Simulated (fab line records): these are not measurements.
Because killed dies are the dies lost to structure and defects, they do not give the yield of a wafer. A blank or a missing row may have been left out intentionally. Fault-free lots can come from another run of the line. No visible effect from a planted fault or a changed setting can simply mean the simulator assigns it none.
A struck lot beside a sound one + flow n5Finfet + 37 out of 1938 route steps
Sound: the wafers L435.1, L435.4, L435.6. Struck: wafer L426.2 (left out: L426.6, a lot-mate that was not struck); the cause follows at the end.
Order at every step that has rows: each side's tool, ch and its chambers, its first start. Under that, the readings that differ: sound wafers + struck wafers + difference of the means + sigmas: that difference in standard deviations of wafers without a fault.
alike: words and numbers the same on both sides, and readings whose means are apart by under 2 such deviations; not compared: readings that were withheld, readings missing a value for some wafer, numbers with overlapping values and no deviation given by the record, and bounds like >300 which may hide the same value.
A row with sigmas, a row that says differs or no value, or rows on one side alone: a step with any of these is where the two part. Numbers that have no deviation but don't overlap get no sigmas and don't part them. Lack of a reading on every wafer of one side parts them only where that side has two or more wafers.

first, 12 steps without rows for these wafers: N5_SD_EPI_P_STRIP_38 (strips in N2/H2); N5_SD_EPI_P_ETCHBACK_46 (etches SiNx in CH3F/O2, stops on SiO2, target depth 17.5 nm); N5_SD_EPI_P_ETCH_47 (etches SiOCN in CH3F/O2, target depth 25 nm); N5_SD_EPI_P_ETCH_16 (etches SiO2 in CHF3/O2, target depth 5 nm); N5_SD_EPI_P_STRIP_50 (strips in CHF3/O2); N5_SD_EPI_P_SD_RECESS_17 (chemistry HBr/Cl2/O2, target depth 39.1 nm, bt time 3 s); N5_SD_EPI_P_WET_ETCH_45 (etches SiO2 in dHF, time 10.7 s, target depth 2 nm, rinse time 30 s); N5_SD_EPI_P_STRIP_40 (strips in N2/H2); N5_SD_EPI_P_PRECLEAN_52 (cleans in O3/DIW, time 60 s); N5_SD_EPI_P_SRD_20 (time 30 s); N5_SD_EPI_P_PRECLEAN_51 (cleans in NF3:NH3, afs cycles 1, time 20 s, sublimation time 60 s); N5_SD_EPI_P_VAPOR_ETCH_44 (etches SiGe30 in NF3/Ar, time 3.3 s).
N5_SD_EPI_P_EPI_21: deposits SiGe:B, time 355 s.
  sound on epiRpcvd-04 ch 0, day 9 00:37; struck on epiRpcvd-01 ch 0, day 6 18:13
| reading                                    | sound          | struck | difference | sigmas |
|--------------------------------------------|----------------|--------|------------|--------|
| epiGrowthTimeS (s)                         | 355 355 355    | 427.47 | +72.47     |        |
| model.SiGe-B_of_SD_EPI_P_EPI_21.thkNm (nm) | 59.2 59.6 59.6 | 70     | +11        |        |
N5_SD_EPI_P_EPI_MEAS_23:
  struck on filmMetro-02, day 6 20:02; sound on filmMetro-01, day 9 02:49
| reading    | sound          | struck | difference | sigmas |
|------------|----------------|--------|------------|--------|
| thkNm (nm) | 59.4 58.0 58.1 | 70.9   | +12.4      | +10    |
then, 8 steps without rows for these wafers: N5_SD_EPI_P_HM_STRIP_48 (strips SiNx in H3PO4, material SiNx, target depth 3 nm); N5_SD_EPI_P_SRD_49 (time 30 s); N5_SD_EPI_P_PRECLEAN_24 (cleans in O3/DIW, time 45 s); N5_SD_EPI_P_PRECLEAN_32 (cleans in dHF, time 10 s); N5_SD_EPI_P_PRECLEAN_33 (cleans in SC2, time 45 s); N5_SD_EPI_P_SRD_25 (time 30 s); N5_SD_ACTIVATION_RTA_00 (time 0 s); N5_SD_ACTIVATION_LSA_01 (time 0.0008 s).
N5_SD_ACTIVATION_RS_MEAS_03: measures by four-point-probe.
  struck on filmMetro-02, day 6 20:41; sound on filmMetro-01, day 9 03:27
| reading          | sound          | struck | difference | sigmas |
|------------------|----------------|--------|------------|--------|
| RS_SD_P (ohm/sq) | 57.6 57.1 57.1 | 49.2   | -8.1       | -8     |
  alike: RS_SD_N
then, 12 steps without rows for these wafers: N5_ILD0_LINER_00 (material SiNx, target thk 4 nm, pulse time 1 s, purge time 2 s); N5_ILD0_FCVD_FILL_01 (material SiO2 flowable, target thk 200 nm, time 328.3 s); N5_ILD0_CURE_02 (time 1800 s); N5_ILD0_CMP_03 (polishes, stops on SiNx, t overpolish 1.9 s, target thk 197.38 nm); N5_ILD0_CMP_07 (polishes SiO2 flowable, stops on poly-Si, t overpolish 1.18 s, target thk 138.88 nm); N5_ILD0_PRECLEAN_10 (cleans in NF3:NH3, afs cycles 5, time 20 s, sublimation time 60 s); N5_ILD0_ALD_15 (deposits SiNx, target thk 24 nm, pulse time 1 s, ald cycles 480); N5_ILD0_CMP_12 (polishes SiNx, stops on poly-Si, t overpolish 6 s, target thk 17.67 nm); N5_SDB_HM_DEP_00 (deposits SiNx from SiH4/NH3/N2, target thk 40 nm, time 35.3 s); N5_SDB_COAT_03 (time 60 s, resist thk 100 nm); N5_SDB_COAT_04 (time 60 s, resist thk 18 nm); N5_SDB_COAT_05 (resist thk 90 nm).
N5_MOL_CONTACT_COAG_ETCH_110: etches Si in CF4/O2, target depth 2.5 nm, time 8 s.
  sound on rieDiel-03 ch 2,3, day 10 08:34; struck on rieDiel-03 ch 1, day 8 04:26
| reading                                    | sound          | struck | difference | sigmas |
|--------------------------------------------|----------------|--------|------------|--------|
| model.SiGe-B_of_SD_EPI_P_EPI_21.thkNm (nm) | 56.4 56.8 56.8 | 66.6   | +9.9       |        |
  alike: drypumpMotorCurrentA, oesProductAu, rfVppV, showerheadPlenumPTorr, throttleValvePct
  not compared: rfHoursCounterH
-- here the record skips 4 days between the struck wafers' starts before and after, leaving off in module MOL_CONTACT_COAG and picking up in module BEOL_M4 (first step shown: number 1111 of the route) --
N5_BEOL_M4_RC_MEAS_101:
  sound on prober-02 ch 0, day 13 15:40; struck on prober-02 ch 0, day 11 18:56
| reading          | sound          | struck | difference | sigmas |
|------------------|----------------|--------|------------|--------|
| RS_SD_P (ohm/sq) | 67.3 66.9 66.9 | 57.4   | -9.6       | -8     |
  alike: DIBL_N, DIBL_P, IOFF_N, IOFF_P, ION_N, ION_P, SS_N, SS_P, VT_N, VT_P

## WHERE THEY PART
At N5_SD_EPI_P_EPI_MEAS_23 first; at N5_BEOL_M4_RC_MEAS_101 last (within this record only).

WHY: the cause the simulator had injected
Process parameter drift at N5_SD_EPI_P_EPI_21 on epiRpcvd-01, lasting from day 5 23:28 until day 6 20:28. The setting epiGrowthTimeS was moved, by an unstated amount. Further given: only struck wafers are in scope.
